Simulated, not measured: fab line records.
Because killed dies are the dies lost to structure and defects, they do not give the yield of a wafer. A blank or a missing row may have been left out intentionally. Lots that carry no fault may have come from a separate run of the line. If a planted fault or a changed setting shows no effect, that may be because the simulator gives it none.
fab line records	flow n5-finfet
record: lots: 24	wafers: 72	last-day: 17
route steps=1938 shown FIN_CUT@176 STI_FIN_REVEAL@188 DUMMY_GATE@246 SPACER0@260 SD_EPI_N@272
lots untouched by any fault: they come from a run of this same line in which no faults occurred
start-h: hours from the record's opening day to when the first of the lot's shown wafers began	wait-h: hours from the lot's prior step to this one	" the same as in the row above	L1.1+2: a single row standing in for several wafers	- either no value or no given start	* or withheld: withheld	< > ~ a bound
route shown NAME@n: names a module that has steps shown in the file, with the first one's number in the route	usual: mean/standard deviation taken from wafers without a fault	same: alike in all rows	chamber/n: place in a boat	sites: per-site readings	_std_site: standard deviation across them	_edge_site: mean of outer sites minus mean of inner sites	radius-mm: how far each site lies from the wafer's centre	mask NAME#n: copy n	behind: tool/chamber where the wafer was last shaped	hold: the reason the lot was held/the length of the hold in hours/how it ended	device: which transistor (n, p or np) failed to switch	end of line: the route-end tests of the same wafers	where a step has no rows: the recipe by itself	killed: at the first sort, the dies lost to defects and structure; wafer yield is something else	map: dies across one wafer; x = killed, . = not, _ = none there
set.NAME: the setting as run; set.NAME@STEP: as run at that earlier step	model.NAME: the simulator's own value behind a step, which no gauge read
the route's steps for a sample of lots (tables are steps, rows are wafers)
services: when a tool's chamber went out of use (start-h, in hours from the record's first day, below 0 if earlier), for how many hours, and the reason
== steps ==
step: N5_FIN_CUT_CUT_ETCH_15
recipe: chemistry: HBr/Cl2/O2	target: Si	target-depth-a: 1000	bt-time-s: 10	mask-material: SOC	time-s: 42.4	ion-energy-ev: *	bias-w: *	pressure-mtorr: 10	icp-w: 800	HBr_flow_sccm: 150	Cl2_flow_sccm: 80	O2_flow_sccm: 12
usual: chamber-pressure-mTorr: 10.001/0.0096	drypump-motor-current-A: 5.6/0.55	oes-product-au: 0.994/0.017	throttle-valve-pct: 37.1/0.43
lot.wafer	tool	chamber	start-h	wait-h	chamber-pressure-mTorr	drypump-motor-current-A	oes-product-au	rf-hours-counter-h	throttle-valve-pct
L074.2	rie-si-02	3	26.99	0.1	10.002	5.5	0.985	130	37.9
L074.3	"	2	"	"	9.997	6.4	0.995	154	37.1
L074.4	"	0	"	"	10.013	4.9	0.996	9	36.7
L075.3	rie-si-01	1	33.84	0.0	10.000	5.2	0.992	2	36.2
L075.5	"	3	"	"	9.984	5.3	0.984	-	37.1
L075.6	"	0	"	"	10.000	6.5	1.005	-	36.8
L076.2	rie-si-06	1	39.27	0.1	9.992	6.2	0.981	77	36.9
L076.5	"	3	"	"	9.995	5.0	0.979	-	37.6
L076.6	"	0	"	"	10.001	5.3	1.016	-	37.4
L077.2	rie-si-01	0	46.24	0.1	9.999	6.5	1.003	131	36.8
L077.5	"	3	"	"	10.015	5.3	0.984	-	37.1
L077.6	"	2	"	"	10.005	5.5	0.984	-	37.2
L078.1	rie-si-06	2	51.28	0.1	10.017	4.9	1.018	109	37.3
L078.3	"	0	"	"	10.003	5.3	1.024	19	37.4
L078.6	"	1	"	"	9.997	6.2	0.977	-	36.9
L079.3	rie-si-06	3	57.46	0.0	10.006	5.0	0.983	70	37.6
L079.5	"	1	"	"	10.001	6.2	0.966	-	36.9
L079.6	"	0	"	"	9.982	5.3	1.025	-	37.4
L080.1	rie-si-01	1	63.21	0.1	9.998	5.2	0.986	2	36.2
L080.4	"	0	"	"	10.014	6.5	1.004	131	36.8
L080.5	"	0	"	"	10.010	6.5	1.007	-	36.8
L081.2	rie-si-06	1	71.93	0.1	9.998	6.2	0.969	78	36.9
L081.4	"	1	"	"	10.016	6.2	0.967	-	36.9
L081.6	"	3	"	"	9.989	5.0	0.983	-	37.7
L082.1	rie-si-01	0	75.30	0.1	9.996	6.5	1.001	131	36.8
L082.2	"	3	"	"	9.994	5.3	0.980	75	37.1
L082.4	"	2	"	"	9.989	5.5	0.985	175	37.2
L083.4	rie-si-02	3	81.82	0.0	10.008	5.5	0.981	131	37.9
L083.5	"	2	"	"	10.016	6.4	1.005	-	37.1
L083.6	"	3	"	"	10.010	5.5	0.973	-	37.9
L084.3	rie-si-01	1	87.82	0.0	9.997	5.2	0.984	3	36.2
L084.4	"	0	"	"	10.015	6.5	1.006	132	36.8
L084.5	"	0	"	"	10.003	6.5	1.001	-	36.8
L085.2	rie-si-06	0	97.38	0.1	10.016	5.3	1.022	20	37.4
L085.3	"	3	"	"	10.006	5.0	0.975	70	37.7
L085.6	"	3	"	"	9.995	5.0	0.978	-	37.6
L086.1	rie-si-02	0	100.38	0.1	9.995	5.0	0.991	10	36.7
L086.2	"	3	"	"	9.981	5.5	0.976	132	37.9
L086.4	"	1	"	"	10.010	5.5	1.020	1	37.2
L087.2	rie-si-01	2	106.53	0.1	10.021	5.5	0.979	175	37.2
L087.3	"	0	"	"	9.992	6.5	1.011	132	36.8
L087.6	"	1	"	"	10.009	5.2	0.994	-	36.2
L088.1	rie-si-01	2	111.50	0.1	10.008	5.6	0.989	175	37.2
L088.2	"	1	"	"	9.996	5.2	0.996	3	36.2
L088.4	"	3	"	"	9.988	5.3	0.980	76	37.1
L089.1	rie-si-02	0	121.80	0.1	10.011	4.9	0.987	10	36.7
L089.4	"	3	"	"	10.004	5.5	0.975	132	37.9
L089.6	"	2	"	"	10.001	6.4	0.996	-	37.1
L090.1	rie-si-01	0	122.78	0.1	10.015	6.5	1.020	132	36.8
L090.4	"	3	"	"	10.002	5.3	0.979	76	37.1
L090.6	"	1	"	"	10.008	5.2	0.988	-	36.2
L091.1	rie-si-06	3	129.80	0.1	9.997	5.0	0.986	71	37.6
L091.3	"	0	"	"	9.987	5.3	1.022	21	37.4
L091.4	"	1	"	"	9.997	6.2	0.967	79	36.9
L092.2	rie-si-01	1	135.69	0.1	10.003	5.2	0.990	3	36.2
L092.4	"	0	"	"	9.992	6.5	1.008	133	36.8
L092.6	"	1	"	"	9.982	5.2	0.997	-	36.2
L093.1	rie-si-01	3	141.91	0.1	9.990	5.3	0.988	76	37.1
L093.5	"	0	"	"	9.992	6.5	1.000	-	36.8
L093.6	"	1	"	"	10.009	5.2	0.992	-	36.2
L094.2	rie-si-01	0	147.49	0.1	10.001	6.5	1.007	133	36.8
L094.3	"	1	"	"	9.997	5.2	0.984	4	36.2
L094.5	"	0	"	"	10.014	6.5	1.010	-	36.8
L095.1	rie-si-06	0	153.44	0.1	9.997	5.3	1.027	21	37.4
L095.2	"	3	"	"	10.016	5.0	0.978	71	37.7
L095.4	"	2	"	"	10.003	4.9	1.022	111	37.3
L096.2	rie-si-02	0	159.22	0.1	10.008	5.0	0.983	11	36.7
L096.3	"	1	"	"	9.999	5.5	1.012	3	37.2
L096.4	"	3	"	"	10.004	5.5	0.986	133	37.9
L097.2	rie-si-06	0	165.34	0.1	9.987	5.3	1.024	21	37.4
L097.3	"	3	"	"	9.999	5.0	0.981	72	37.7
L097.6	"	0	"	"	10.010	5.3	1.022	-	37.4
step: N5_STI_FIN_REVEAL_THK_MEAS_05
usual: thk-nm: 131.6/1.4
lot.wafer	tool	chamber	start-h	wait-h	thk-nm
L074.2	film-metro-02	-	33.53	-	130.5
L074.3	"	-	"	"	132.4
L074.4	"	-	"	"	133.1
L075.3	film-metro-01	-	39.55	-	132.4
L075.5	"	-	"	"	131.6
L075.6	"	-	"	"	131.2
L076.2	film-metro-01	-	44.97	-	130.4
L076.5	"	-	"	"	130.6
L076.6	"	-	"	"	133.1
L077.2	film-metro-02	-	51.96	-	129.9
L077.5	"	-	"	"	132.4
L077.6	"	-	"	"	133.6
L078.1	film-metro-02	-	57.78	-	132.0
L078.3	"	-	"	"	132.0
L078.6	"	-	"	"	130.9
L079.3	film-metro-02	-	63.89	-	132.1
L079.5	"	-	"	"	133.2
L079.6	"	-	"	"	133.7
L080.1	film-metro-02	-	69.51	-	130.9
L080.4	"	-	"	"	133.2
L080.5	"	-	"	"	133.4
L081.2	film-metro-01	-	78.27	-	131.3
L081.4	"	-	"	"	133.7
L081.6	"	-	"	"	130.9
L082.1	film-metro-02	-	81.09	-	130.8
L082.2	"	-	"	"	132.3
L082.4	"	-	"	"	132.5
L083.4	film-metro-02	-	87.64	-	129.7
L083.5	"	-	"	"	130.3
L083.6	"	-	"	"	129.0
L084.3	film-metro-02	-	94.95	-	131.5
L084.4	"	-	"	"	131.4
L084.5	"	-	"	"	129.6
L085.2	film-metro-02	-	103.21	-	129.5
L085.3	"	-	"	"	130.1
L085.6	"	-	"	"	130.4
L086.1	film-metro-02	-	106.14	-	135.0
L086.2	"	-	"	"	133.0
L086.4	"	-	"	"	132.3
L087.2	film-metro-02	-	112.25	0.1	131.9
L087.3	"	-	"	"	132.6
L087.6	"	-	"	"	131.7
L088.1	film-metro-01	-	118.43	-	133.9
L088.2	"	-	"	"	133.5
L088.4	"	-	"	"	131.2
L089.1	film-metro-01	-	127.57	-	131.6
L089.4	"	-	"	"	132.0
L089.6	"	-	"	"	128.7
L090.1	film-metro-01	-	128.49	-	130.2
L090.4	"	-	"	"	129.3
L090.6	"	-	"	"	128.7
L091.1	film-metro-01	-	136.13	-	131.7
L091.3	"	-	"	"	131.1
L091.4	"	-	"	"	134.0
L092.2	film-metro-02	-	142.13	-	131.5
L092.4	"	-	"	"	134.0
L092.6	"	-	"	"	131.1
L093.1	film-metro-01	-	148.61	-	131.6
L093.5	"	-	"	"	131.4
L093.6	"	-	"	"	132.1
L094.2	film-metro-01	-	153.20	-	130.0
L094.3	"	-	"	"	131.5
L094.5	"	-	"	"	129.6
L095.1	film-metro-02	-	159.14	-	133.9
L095.2	"	-	"	"	132.5
L095.4	"	-	"	"	130.7
L096.2	film-metro-01	-	164.93	-	133.8
L096.3	"	-	"	"	133.2
L096.4	"	-	"	"	130.9
L097.2	film-metro-02	-	171.12	-	131.5
L097.3	"	-	"	"	130.2
L097.6	"	-	"	"	133.2
step: N5_DUMMY_GATE_ETCH_32
recipe: chemistry: CF4	target: SiO2	target-depth-a: 35	time-s: 3.9	ion-energy-ev: 350	pressure-mtorr: 10	icp-w: 800	bias-w: 400	cf4-flow-sccm: 80
usual: chamber-pressure-mTorr: 10.000/0.0089	drypump-motor-current-A: 5.5/0.54	oes-product-au: 0.995/0.023	throttle-valve-pct: 21.73/0.3
lot.wafer	tool	chamber	start-h	wait-h	chamber-pressure-mTorr	drypump-motor-current-A	oes-product-au	rf-hours-counter-h	throttle-valve-pct
L074.2	rie-si-06	0	48.63	0.1	10.015	5.3	1.031	19	21.93
L074.3	"	3	"	"	10.010	5.0	0.967	69	21.94
L074.4	"	2	"	"	9.985	4.9	1.010	109	22.02
L075.3	rie-si-01	1	52.72	0.1	10.007	5.2	0.992	2	21.14
L075.5	"	0	"	"	10.004	6.5	1.014	-	21.46
L075.6	"	3	"	"	10.028	5.3	0.970	-	21.56
L076.2	rie-si-01	0	58.17	0.1	9.998	6.5	1.006	131	21.45
L076.5	"	0	"	"	9.997	6.5	1.001	-	21.44
L076.6	"	3	"	"	10.004	5.3	0.965	-	21.57
L077.2	rie-si-01	1	65.73	0.1	10.011	5.2	0.985	2	21.16
L077.5	"	2	"	"	9.974	5.5	1.007	-	21.82
L077.6	"	3	"	"	10.010	5.3	0.974	-	21.55
L078.1	rie-si-06	1	72.99	0.1	10.003	6.2	0.967	78	21.74
L078.3	"	3	"	"	9.982	5.0	0.964	70	21.95
L078.6	"	2	"	"	10.015	4.9	1.022	-	22.03
L079.3	rie-si-02	2	76.98	0.1	9.998	6.4	0.998	155	21.79
L079.5	"	1	"	"	9.988	5.5	1.022	-	22.00
L079.6	"	0	"	"	9.997	4.9	0.992	-	21.28
L080.1	rie-si-01	0	82.98	0.1	9.997	6.5	1.018	132	21.44
L080.4	"	1	"	"	9.987	5.2	0.987	2	21.14
L080.5	"	3	"	"	10.005	5.3	0.964	-	21.57
L081.2	rie-si-06	3	91.07	0.1	9.998	5.0	0.962	70	21.94
L081.4	"	0	"	"	9.989	5.3	1.026	20	21.94
L081.6	"	0	"	"	9.988	5.3	1.021	-	21.93
L082.1	rie-si-02	0	93.98	0.1	10.003	4.9	0.995	10	21.28
L082.2	"	2	"	"	9.995	6.4	0.983	155	21.77
L082.4	"	1	"	"	10.005	5.5	1.019	1	21.99
L083.4	rie-si-06	2	100.33	0.1	10.002	4.9	1.016	110	22.02
L083.5	"	0	"	"	10.009	5.3	1.028	-	21.95
L083.6	"	3	"	"	9.997	5.0	0.963	-	21.95
L084.3	rie-si-02	0	108.10	0.1	10.001	4.9	0.994	10	21.28
L084.4	"	2	"	"	10.016	6.4	0.996	155	21.80
L084.5	"	0	"	"	10.012	4.9	0.992	-	21.26
L085.2	rie-si-01	1	116.00	0.1	10.002	5.2	0.986	3	21.14
L085.3	"	3	"	"	9.990	5.3	0.963	76	21.56
L085.6	"	3	"	"	9.999	5.3	0.981	-	21.56
L086.1	rie-si-06	2	120.71	0.1	10.002	4.9	1.011	111	22.03
L086.2	"	0	"	"	10.000	5.3	1.033	21	21.92
L086.4	"	3	"	"	10.019	5.0	0.959	71	21.95
L087.2	rie-si-01	1	125.38	0.1	10.005	5.2	0.975	3	21.16
L087.3	"	0	"	"	9.993	6.4	1.017	132	21.45
L087.6	"	3	"	"	10.007	5.3	0.963	-	21.58
L088.1	rie-si-01	1	132.42	0.1	10.008	5.2	1.000	3	21.16
L088.2	"	2	"	"	9.996	5.5	1.023	176	21.83
L088.4	"	3	"	"	10.002	5.2	0.980	76	21.55
L089.1	rie-si-01	2	140.42	0.1	10.009	5.5	1.030	176	21.83
L089.4	"	0	"	"	10.008	6.5	1.033	133	21.45
L089.6	"	3	"	"	10.004	5.3	0.978	-	21.55
L090.1	rie-si-02	3	141.12	0.1	10.004	5.5	0.983	132	22.32
L090.4	"	1	"	"	10.002	5.5	1.017	2	21.99
L090.6	"	2	"	"	9.989	6.4	0.988	-	21.80
L091.1	rie-si-06	1	149.02	0.1	10.003	6.2	0.962	79	21.73
L091.3	"	0	"	"	9.990	5.3	1.033	21	21.94
L091.4	"	3	"	"	9.986	5.0	0.959	71	21.96
L092.2	rie-si-06	1	154.85	0.1	10.000	6.2	0.978	79	21.74
L092.4	"	3	"	"	10.010	5.0	0.969	71	21.95
L092.6	"	2	"	"	10.004	4.9	1.007	-	22.02
L093.1	rie-si-02	3	161.50	0.1	10.003	5.5	0.973	133	22.31
L093.5	"	2	"	"	10.004	6.4	0.985	-	21.81
L093.6	"	3	"	"	10.002	5.5	0.978	-	22.32
L094.2	rie-si-06	0	165.88	0.1	9.987	5.3	1.038	21	21.94
L094.3	"	1	"	"	10.007	6.2	0.970	80	21.73
L094.5	"	1	"	"	10.001	6.2	0.970	-	21.74
L095.1	rie-si-06	2	171.89	0.1	10.002	4.9	1.016	112	22.03
L095.2	"	3	"	"	10.013	5.0	0.968	72	21.95
L095.4	"	1	"	"	9.993	6.2	0.973	80	21.74
L096.2	rie-si-01	3	179.79	0.1	10.006	5.3	0.976	77	21.56
L096.3	"	0	"	"	10.004	6.5	1.020	134	21.45
L096.4	"	2	"	"	9.990	5.5	1.006	177	21.82
L097.2	rie-si-01	2	184.71	0.1	10.003	5.6	1.013	177	21.84
L097.3	"	1	"	"	10.008	5.2	0.995	4	21.16
L097.6	"	3	"	"	9.993	5.3	0.977	-	21.57
step: N5_DUMMY_GATE_CD_MEAS_24
recipe: target-cd-nm: 15
usual: cd-nm: 14.9/0.39
lot.wafer	tool	chamber	start-h	wait-h	cd-nm
L074.2	cd-sem-03	-	48.83	0.1	14.4
L074.3	"	-	"	"	14.9
L074.4	"	-	"	"	15.2
L075.3	cd-sem-03	-	52.93	0.1	14.9
L075.5	"	-	"	"	14.5
L075.6	"	-	"	"	14.5
L076.2	cd-sem-01	-	58.37	0.1	14.8
L076.5	"	-	"	"	14.2
L076.6	"	-	"	"	14.8
L077.2	cd-sem-03	-	65.93	0.1	15.1
L077.5	"	-	"	"	15.1
L077.6	"	-	"	"	14.7
L078.1	cd-sem-03	-	73.19	0.1	14.9
L078.3	"	-	"	"	14.0
L078.6	"	-	"	"	14.3
L079.3	cd-sem-03	-	77.19	0.1	15.7
L079.5	"	-	"	"	15.3
L079.6	"	-	"	"	15.3
L080.1	cd-sem-02	-	83.18	0.1	14.7
L080.4	"	-	"	"	14.2
L080.5	"	-	"	"	14.3
L081.2	cd-sem-03	-	91.27	0.1	15.2
L081.4	"	-	"	"	15.4
L081.6	"	-	"	"	14.7
L082.1	cd-sem-01	-	94.18	0.1	15.2
L082.2	"	-	"	"	15.0
L082.4	"	-	"	"	15.4
L083.4	cd-sem-02	-	100.53	0.1	15.6
L083.5	"	-	"	"	14.6
L083.6	"	-	"	"	14.5
L084.3	cd-sem-03	-	108.30	0.1	15.3
L084.4	"	-	"	"	14.9
L084.5	"	-	"	"	14.3
L085.2	cd-sem-02	-	116.21	0.1	14.6
L085.3	"	-	"	"	15.1
L085.6	"	-	"	"	14.4
L086.1	cd-sem-01	-	120.91	0.1	15.0
L086.2	"	-	"	"	15.1
L086.4	"	-	"	"	15.4
L087.2	cd-sem-03	-	125.58	0.1	14.5
L087.3	"	-	"	"	14.6
L087.6	"	-	"	"	14.8
L088.1	cd-sem-02	-	132.62	0.1	14.7
L088.2	"	-	"	"	15.3
L088.4	"	-	"	"	15.0
L089.1	cd-sem-01	-	140.62	0.1	14.8
L089.4	"	-	"	"	15.3
L089.6	"	-	"	"	15.2
L090.1	cd-sem-02	-	141.32	0.1	14.6
L090.4	"	-	"	"	15.5
L090.6	"	-	"	"	14.9
L091.1	cd-sem-02	-	149.22	0.1	15.0
L091.3	"	-	"	"	14.6
L091.4	"	-	"	"	15.3
L092.2	cd-sem-01	-	155.05	0.1	14.7
L092.4	"	-	"	"	14.8
L092.6	"	-	"	"	14.8
L093.1	cd-sem-02	-	161.70	0.1	14.3
L093.5	"	-	"	"	14.8
L093.6	"	-	"	"	14.5
L094.2	cd-sem-03	-	166.09	0.1	14.9
L094.3	"	-	"	"	15.4
L094.5	"	-	"	"	15.0
L095.1	cd-sem-03	-	172.09	0.1	15.2
L095.2	"	-	"	"	15.0
L095.4	"	-	"	"	14.9
L096.2	cd-sem-03	-	179.99	0.1	15.7
L096.3	"	-	"	"	15.2
L096.4	"	-	"	"	14.9
L097.2	cd-sem-01	-	184.91	0.1	14.5
L097.3	"	-	"	"	14.2
L097.6	"	-	"	"	14.3
step: N5_SPACER0_ALD_08
recipe: material: SiNx	target-thk-a: 20	temp-c: 400	ald-precursor-family: SiH2I2	ald-co-reactant: N2/H2-plasma	pressure-torr: 2
usual: heater-power-w: 817/77
lot.wafer	tool	chamber	start-h	wait-h	heater-power-w
L074.2	ald-sin-02	2	49.56	0.1	851
L074.3	"	1	"	"	861
L074.4	"	0	"	"	855
L075.3	ald-sin-02	0	53.65	0.1	836
L075.5	"	3	"	"	895
L075.6	"	2	"	"	845
L076.2	ald-sin-02	1	59.10	0.1	847
L076.5	"	0	"	"	829
L076.6	"	1	"	"	843
L077.2	ald-sin-02	2	67.58	0.1	847
L077.5	"	2	"	"	878
L077.6	"	1	"	"	860
L078.1	ald-sin-01	3	74.02	0.1	731
L078.3	"	2	"	"	686
L078.6	"	3	"	"	747
L079.3	ald-sin-04	3	78.26	0.1	780
L079.5	"	0	"	"	892
L079.6	"	3	"	"	765
L080.1	ald-sin-02	1	83.94	0.1	843
L080.4	"	3	"	"	947
L080.5	"	0	"	"	823
L081.2	ald-sin-01	3	92.49	0.1	730
L081.4	"	1	"	"	821
L081.6	"	3	"	"	724
L082.1	ald-sin-01	1	95.74	0.1	830
L082.2	"	3	"	"	736
L082.4	"	2	"	"	675
L083.4	ald-sin-01	1	101.47	0.1	826
L083.5	"	2	"	"	676
L083.6	"	1	"	"	823
L084.3	ald-sin-01	0	109.03	0.1	854
L084.4	"	2	"	"	684
L084.5	"	2	"	"	661
L085.2	ald-sin-01	0	117.03	0.1	873
L085.3	"	3	"	"	752
L085.6	"	2	"	"	671
L086.1	ald-sin-04	2	122.02	0.1	877
L086.2	"	3	"	"	758
L086.4	"	1	"	"	711
L087.2	ald-sin-04	3	126.39	0.1	775
L087.3	"	2	"	"	869
L087.6	"	1	"	"	704
L088.1	ald-sin-04	2	133.36	0.1	887
L088.2	"	3	"	"	771
L088.4	"	1	"	"	679
L089.1	ald-sin-04	1	141.35	0.1	705
L089.4	"	3	"	"	740
L089.6	"	2	"	"	887
L090.1	ald-sin-04	2	142.05	0.1	903
L090.4	"	1	"	"	722
L090.6	"	1	"	"	707
L091.1	ald-sin-02	0	150.05	0.1	812
L091.3	"	3	"	"	914
L091.4	"	2	"	"	856
L092.2	ald-sin-04	2	155.88	0.1	901
L092.4	"	0	"	"	886
L092.6	"	3	"	"	785
L093.1	ald-sin-01	1	162.53	0.1	810
L093.5	"	1	"	"	813
L093.6	"	0	"	"	884
L094.2	ald-sin-02	1	166.81	0.1	872
L094.3	"	0	"	"	807
L094.5	"	3	"	"	950
L095.1	ald-sin-02	3	173.04	0.1	917
L095.2	"	1	"	"	850
L095.4	"	0	"	"	812
L096.2	ald-sin-02	0	180.72	0.1	824
L096.3	"	2	"	"	868
L096.4	"	1	"	"	852
L097.2	ald-sin-01	2	185.94	0.1	685
L097.3	"	3	"	"	733
L097.6	"	0	"	"	877
step: N5_SD_EPI_N_INSPECT_11
recipe: mode: adi	inspect-instrument: macro
usual: raw-defect-count: 2.3/1.5
lot.wafer	tool	chamber	start-h	wait-h	raw-defect-count
L074.2	defect-inspect-02	-	50.17	0.0	4
L074.3	"	-	"	"	1
L074.4	"	-	"	"	1
L075.3	defect-inspect-01	-	54.14	0.0	3
L075.5	"	-	"	"	1
L075.6	"	-	"	"	1
L076.2	defect-inspect-01	-	59.71	0.0	4
L076.5	"	-	"	"	3
L076.6	"	-	"	"	2
L077.2	defect-inspect-02	-	68.19	0.0	1
L077.5	"	-	"	"	4
L077.6	"	-	"	"	3
L078.1	defect-inspect-01	-	74.50	0.0	6
L078.3	"	-	"	"	5
L078.6	"	-	"	"	1
L079.3	defect-inspect-02	-	78.75	0.0	1
L079.5	"	-	"	"	3
L079.6	"	-	"	"	5
L080.1	defect-inspect-01	-	84.43	0.0	3
L080.4	"	-	"	"	5
L080.5	"	-	"	"	5
L081.2	defect-inspect-02	-	93.10	0.0	2
L081.4	"	-	"	"	2
L081.6	"	-	"	"	2
L082.1	defect-inspect-01	-	96.22	0.0	4
L082.2	"	-	"	"	1
L082.4	"	-	"	"	2
L083.4	defect-inspect-02	-	102.08	0.0	1
L083.5	"	-	"	"	2
L083.6	"	-	"	"	1
L084.3	defect-inspect-02	-	109.64	0.0	4
L084.4	"	-	"	"	2
L084.5	"	-	"	"	0
L085.2	defect-inspect-02	-	117.52	0.0	2
L085.3	"	-	"	"	3
L085.6	"	-	"	"	0
L086.1	defect-inspect-01	-	122.63	0.0	1
L086.2	"	-	"	"	7
L086.4	"	-	"	"	4
L087.2	defect-inspect-01	-	126.87	0.0	0
L087.3	"	-	"	"	2
L087.6	"	-	"	"	2
L088.1	defect-inspect-01	-	133.97	0.0	4
L088.2	"	-	"	"	1
L088.4	"	-	"	"	0
L089.1	defect-inspect-01	-	141.96	0.0	4
L089.4	"	-	"	"	2
L089.6	"	-	"	"	1
L090.1	defect-inspect-02	-	142.67	0.0	4
L090.4	"	-	"	"	2
L090.6	"	-	"	"	1
L091.1	defect-inspect-01	-	150.67	0.0	0
L091.3	"	-	"	"	2
L091.4	"	-	"	"	1
L092.2	defect-inspect-01	-	156.50	0.0	2
L092.4	"	-	"	"	1
L092.6	"	-	"	"	3
L093.1	defect-inspect-02	-	163.14	0.0	0
L093.5	"	-	"	"	2
L093.6	"	-	"	"	0
L094.2	defect-inspect-01	-	167.42	0.0	2
L094.3	"	-	"	"	1
L094.5	"	-	"	"	3
L095.1	defect-inspect-02	-	173.65	0.0	1
L095.2	"	-	"	"	2
L095.4	"	-	"	"	2
L096.2	defect-inspect-02	-	181.33	0.0	2
L096.3	"	-	"	"	5
L096.4	"	-	"	"	3
L097.2	defect-inspect-01	-	186.55	0.0	3
L097.3	"	-	"	"	2
L097.6	"	-	"	"	5
== services ==
tool	chamber	start-h	hours	kind
ald-sin-01	0	8.26	-	clean
ald-sin-01	1	8.26	-	clean
ald-sin-01	2	8.26	-	clean
ald-sin-04	-	47.09	0.7	repair
ald-sin-01	2	60.29	9.5	repair
rie-si-01	-	61.70	0.3	repair
rie-si-06	0	69.31	9.3	repair
ald-sin-01	1	79.30	4.7	repair
ald-sin-01	-	79.79	1.8	repair
ald-sin-02	-	85.44	14.0	pm
ald-sin-02	0	85.44	14.0	vent-cycle
ald-sin-02	1	85.44	14.0	vent-cycle
ald-sin-02	2	85.44	14.0	vent-cycle
ald-sin-02	3	85.44	14.0	vent-cycle
ald-sin-02	0	99.44	-	clean
ald-sin-02	1	99.44	-	clean
ald-sin-02	2	99.44	-	clean
ald-sin-02	3	99.44	-	clean
ald-sin-02	0	104.27	2.5	repair
ald-sin-04	-	115.50	6.1	pm
ald-sin-01	2	137.36	3.6	repair
rie-si-06	1	175.01	2.2	repair
ald-sin-04	-	177.17	14.0	pm
rie-si-02	0	182.12	4.4	repair
== key ==
fault none
